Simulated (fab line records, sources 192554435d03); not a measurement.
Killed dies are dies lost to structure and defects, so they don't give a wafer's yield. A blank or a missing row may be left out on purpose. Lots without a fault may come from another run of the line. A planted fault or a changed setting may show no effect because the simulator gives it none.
Which tool did it? | flow n5_finfet | 12 lots, 36 wafers sampled, at 2 steps of a route of 1938

WHAT THE GAUGES READ, wafer by wafer
N5_BEOL_M10_OVL_MEAS_29.
lot  | measured     | on         | V9_OVL (nm)
L075 | day 10 03:47 | overlay-02 | 0.9 -0.2 0.4
L076 | day 10 15:19 | overlay-02 | -0.6 -0.9 -0.1
L080 | day 11 07:44 | overlay-02 | -0.4 -0.8 -1.1
L081 | day 11 11:16 | overlay-02 | -1.6 -0.7 -1.3
L083 | day 12 11:34 | overlay-02 | -0.9 -1.2 -1.1
L084 | day 12 14:17 | overlay-02 | 0.5 -1.0 -0.2
L086 | day 12 21:53 | overlay-02 | 0.5 0.3 -0.3
L089 | day 13 19:50 | overlay-02 | -1.2 -0.8 0.3
L091 | day 14 17:47 | overlay-01 | -0.1 0.1 0.1
L095 | day 15 10:22 | overlay-01 | -0.9 -1.3 -1.1
L093 | day 15 12:32 | overlay-02 | -1.0 -0.8 -0.8
L096 | day 16 03:41 | overlay-02 | -1.4 -0.9 -0.2

WHICH TOOL RAN EACH LOT (tool, then ch and the chambers of the sampled wafers, then the start)
lot  | N5_BEOL_M10_STRIP_19
L075 | rie_diel-03 ch 1,3, day 10 03:15
L076 | rie_diel-04 ch 0,1,3, day 10 14:47
L080 | rie_diel-04 ch 1,2,3, day 11 06:43
L081 | rie_diel-03 ch 0,3, day 11 10:32
L083 | rie_diel-04 ch 2,3, day 12 09:05
L084 | rie_diel-04 ch 0,1,3, day 12 13:26
L086 | rie_diel-03 ch 0,1,3, day 12 19:01
L089 | rie_diel-03 ch 0,2, day 13 17:56
L091 | rie_diel-03 ch 0,1,2, day 14 16:19
L095 | rie_diel-05 ch 0,1,2, day 15 08:27
L093 | rie_diel-05 ch 0,3, day 15 12:05
L096 | rie_diel-03 ch 0,1,2, day 16 01:56
- N5_BEOL_M10_STRIP_19: strips in O2.

THE ANSWER, worked out from the rows above alone
Rule: what is usual is taken from the lots themselves. Put in order of their means at a reading, lots are off if they are a third of the lots or fewer, leave a main group of 4 or more, and stand apart from it by a gap of 3 or more times the standard deviation of the main group's means; of several such gaps the widest counts. A main group whose means are all the same, to the digits that the tables above print for the reading, isn't used. A lot without any number at a reading at which 4 lots or more have one is off too. The other lots that the step has rows for count as sound.
No lot is off at any reading shown: from this, nothing can be told.

WHAT THE SIMULATOR HAD PUT IN
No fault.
